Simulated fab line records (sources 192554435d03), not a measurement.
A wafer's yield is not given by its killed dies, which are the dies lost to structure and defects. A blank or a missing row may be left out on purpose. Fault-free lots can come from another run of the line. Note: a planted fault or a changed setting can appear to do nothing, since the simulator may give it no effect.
A struck lot beside a sound one ; flow n5Finfet ; 15 out of 1938 route steps
Sound: wafers L259.2, L259.3, L259.6. Struck: wafer L272.6 (left out: L272.2, L272.4 of the same lot, which were not struck); the cause appears at the end.
Per side, at each step with rows, come the tool, then ch with its chambers, and then its first start. Under that, the readings that differ: sound wafers ; struck wafers ; difference of the means ; sigmas: that difference in standard deviations of wafers without a fault.
alike: a reading whose means differ by less than 2 such deviations, as well as words and numbers matching on both sides. not compared: withheld readings; readings where some wafer has no value; bounds like >300 that might hide an equal value; numbers whose values overlap and for which the record gives no deviation.
Wherever a step has rows on one side only, a row that says differs or no value, or a row with sigmas, the two part there. When numbers do not overlap yet have no deviation, they are printed without sigmas and do not part them. Lack of a reading on every wafer of one side parts them only where that side has two or more wafers.

N5_BEOL_M9_OCD_MEAS_38:
  struck on ocd-01, day 16 09:54; sound on ocd-01, day 12 10:31
  alike: trenchDepthNm
then, 4 steps without rows for these wafers: N5_BEOL_M9_HM_STRIP_39 (strips TiN in peroxide tin strip, target depth 25 nm, time 158 s); N5_BEOL_M9_SRD_40 (time 30 s); N5_BEOL_M9_PRECLEAN_42 (cleans in residue remover, time 60 s); N5_BEOL_M9_SRD_43 (time 30 s).
N5_BEOL_M9_CD_MEAS_35: target cd 70 nm, target cd y 40 nm.
  struck on cdSem-03, day 16 10:04; sound on cdSem-02, day 12 10:46
  alike: cdNm
N5_BEOL_M9_CURE_72: cures SiCOH lowk, time 120 s.
  sound on uvCure-02 ch 1, day 12 10:52; struck on uvCure-02 ch 1, day 16 10:09
  alike: lampPowerPct, wafer_temp_C_max
N5_BEOL_M9_DEGAS_44: time 60 s.
  struck on pvdSputter-01, day 16 11:16; sound on pvdSputter-02, day 12 12:10
reading;sound;struck;difference;sigmas
heaterPowerW (W);317 296 277;370;+73;+3
  alike: susceptorTempC
N5_BEOL_M9_PRE_CLEAN_45: time 30 s.
  struck on pvdSputter-01, day 16 11:19; sound on pvdSputter-02, day 12 12:12
reading;sound;struck;difference;sigmas
heaterPowerW (W);315 290 296;373;+73;+3
  alike: susceptorTempC
N5_BEOL_M9_ALD_74: deposits TaN, target thk 2 nm, pulse time 2 s, purge time 3 s.
  sound on aldMetal-04 ch 1,2,3, day 12 12:16; struck on aldMetal-02 ch 2, day 16 11:27
reading;sound;struck;difference;sigmas
susceptorTempC (C);275.21 274.98 275.03;274.42;-0.65;-4
  alike: heaterPowerW, precursorVesselCarrierSccm, precursorVesselTempC
N5_BEOL_M9_SURFACE_TREAT_79:
  struck on pvdSputter-03, day 16 11:58; sound on pvdSputter-01, day 12 12:33
  not compared: throttleValvePct
then, 1 step without rows for these wafers: N5_BEOL_M9_CVD_78 (deposits Co from CCTBA/H2, target thk 2 nm, time 138.9 s).
N5_BEOL_M9_SPUTTER_48: material Cu, target thk 12 nm, time 2 s.
  struck on pvdSputter-03, day 16 12:10; sound on pvdSputter-03, day 12 12:43
reading;sound;struck;difference;sigmas
cathodeDcPowerW (W);26003 25997 25997;19480;-6519;-99 or more
  alike: biasV, chamberPressurePa, susceptorTempC, throttleValvePct
then, 1 step without rows for these wafers: N5_BEOL_M9_ECD_50 (material Cu, target thk 318 nm).
-- here the record skips 4 days between the struck wafers' starts before and after, leaving off in module BEOL_M9 and picking up in module PASSIVATION (first step shown: number 1936 of the route) --
N5_PASSIVATION_PROBE_49:
  struck on prober-01, day 20 14:35; sound on prober-01, day 15 01:15
reading;sound;struck;difference;sigmas
killed_at_M4_up;11 12 15;28;+15;+3
  alike: defectLimitedYield, killed_at_M0_to_M3, killedAtContacts, killedAtFrontEnd, killedAtOther, killedDies, killedOpen, killedShort, sort_bin_5_function, sort_bin_6_memory, sort_bin_8_speed, sortNPass, sortYieldPct

WHERE THEY PART
At N5_BEOL_M9_DEGAS_44 first; at N5_PASSIVATION_PROBE_49 last (within this record only).

WHY: the cause the simulator had injected
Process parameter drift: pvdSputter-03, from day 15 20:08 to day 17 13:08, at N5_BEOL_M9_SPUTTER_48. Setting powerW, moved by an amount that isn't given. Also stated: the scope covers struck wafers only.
